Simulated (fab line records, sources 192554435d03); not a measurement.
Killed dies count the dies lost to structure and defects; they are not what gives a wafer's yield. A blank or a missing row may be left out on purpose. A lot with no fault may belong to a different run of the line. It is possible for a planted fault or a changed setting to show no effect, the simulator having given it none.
Matching of chambers ; flow n5_finfet ; N5_HKMG_FIN_ALD_71 on ald_metal-03: 4 sister chambers
The step deposits TiN, target thk 1 nm, pulse time 1 s, purge time 3 s. 27 wafers are shown with their chamber, then 12 later ones without.

## WAFERS, EACH WITH ITS CHAMBER
wafer;chamber;heater_power_w (W);precursor_pulse_height_rel
L074.4;0;918;0.966
L074.5;0;901;0.975
L074.6;3;808;0.999
L076.1;2;813;1.013
L076.3;0;896;0.992
L076.5;3;804;1.002
L080.1;2;810;1.038
L080.2;1;907;1.004
L080.3;0;876;0.998
L080.4;3;803;0.970
L080.5;3;830;0.998
L080.6;2;811;0.996
L081.3;3;826;0.996
L081.4;1;919;0.997
L081.5;1;910;1.002
L082.2;3;806;1.017
L082.3;2;804;0.989
L082.6;2;819;1.018
L084.4;0;879;1.006
L084.5;2;818;0.992
L084.6;1;917;1.034
L086.1;3;822;1.024
L086.2;0;904;1.002
L086.6;0;905;1.047
L087.1;1;928;0.998
L087.2;2;816;0.997
L087.3;3;827;0.952

SIGNATURES, as means of the wafers listed above
reading;chamber 0;chamber 1;chamber 2;chamber 3;scatter within a chamber
heater_power_w;897.00;916.20;813.00;815.75;10.8
precursor_pulse_height_rel;0.99800;1.00700;1.00614;0.99475;0.0216
Rule: a wafer lies at a distance from a chamber equal to the root of the sum of squares, over the readings, of (its reading less the chamber's mean, divided by the reading's scatter). The wafer belongs to the nearest chamber; if the next one is less than 2 further off, it can't be placed. The scatter: the root of (the sum of the squares of (reading less its chamber's mean) over the shown wafers, divided by (wafers less chambers)).

## WAFERS WITH NO CHAMBER GIVEN
wafer;heater_power_w (W);precursor_pulse_height_rel
L087.4;883;0.960
L087.5;799;0.994
L087.6;930;0.991
L089.1;819;0.996
L089.3;885;0.990
L089.6;782;0.996
L092.1;900;0.986
L092.2;886;1.003
L092.3;798;0.994
L097.2;790;1.016
L097.3;825;1.020
L097.6;933;1.014

## CHAMBER TAKEN BY EACH
wafer;from the rows above;in truth
L087.4;can't be placed: 0 or 1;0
L087.5;can't be placed: 2 or 3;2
L087.6;can't be placed: 1 or 0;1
L089.1;can't be placed: 3 or 2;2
L089.3;can't be placed: 0 or 1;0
L089.6;can't be placed: 2 or 3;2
L092.1;can't be placed: 0 or 1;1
L092.2;can't be placed: 0 or 1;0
L092.3;can't be placed: 2 or 3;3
L097.2;can't be placed: 2 or 3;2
L097.3;can't be placed: 2 or 3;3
L097.6;can't be placed: 1 or 0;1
Placed correctly: 0 of 12. From these rows, 12 cannot be placed; in 12 the true chamber is one of the candidates. Placed wrongly: 0.
